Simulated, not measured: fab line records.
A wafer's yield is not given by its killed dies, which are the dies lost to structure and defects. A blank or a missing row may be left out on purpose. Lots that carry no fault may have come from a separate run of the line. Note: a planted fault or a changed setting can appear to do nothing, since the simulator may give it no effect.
Matching of chambers -- flow n5 finfet -- rie diel-03 running N5_BEOL_M6_STRIP_19: 4 sister chambers
The step strips in O2. 8 wafers are shown with their chamber, then 8 later ones without.

## WAFERS WITH THEIR CHAMBER
wafer,chamber,showerhead plenum p Torr (Torr),throttle valve pct (%)
L081.6,3,2.00,16.88
L088.6,1,2.04,16.27
L090.1,2,2.18,17.13
L090.3,3,1.99,16.94
L092.1,0,2.04,16.52
L092.2,1,2.04,16.31
L092.3,2,2.18,17.14
L091.1,0,2.03,16.54

## WAFERS WHOSE CHAMBER IS MISSING
wafer,showerhead plenum p Torr (Torr),throttle valve pct (%)
L091.4,1.99,16.94
L091.6,1.99,16.95
L094.1,1.99,16.94
L094.4,2.18,17.16
L094.6,2.03,16.36
L095.2,1.99,16.95
L095.3,2.03,16.33
L095.6,2.03,16.33

## WHICH CHAMBER EACH ONE RAN IN
wafer,from the rows above,in truth
L091.4,3,3
L091.6,3,3
L094.1,3,3
L094.4,2,2
L094.6,1,1
L095.2,3,3
L095.3,1,1
L095.6,1,1
Correctly placed: 8 of 8. Not placeable from these rows: 0. Placed wrongly: 0.
How it was worked out, from the rows above alone: a wafer's distance from a chamber is the root of the sum, over the readings, of the square of ((its reading less the chamber's mean) divided by the reading's scatter). The wafer belongs to the nearest chamber; if the next one is less than 2 further off, it can't be placed. The mean given for a chamber averages the wafers shown for that chamber. The scatter is the square root of a quotient: the sum, over the shown wafers, of each reading's squared deviation from its chamber's mean, divided by wafers minus chambers.
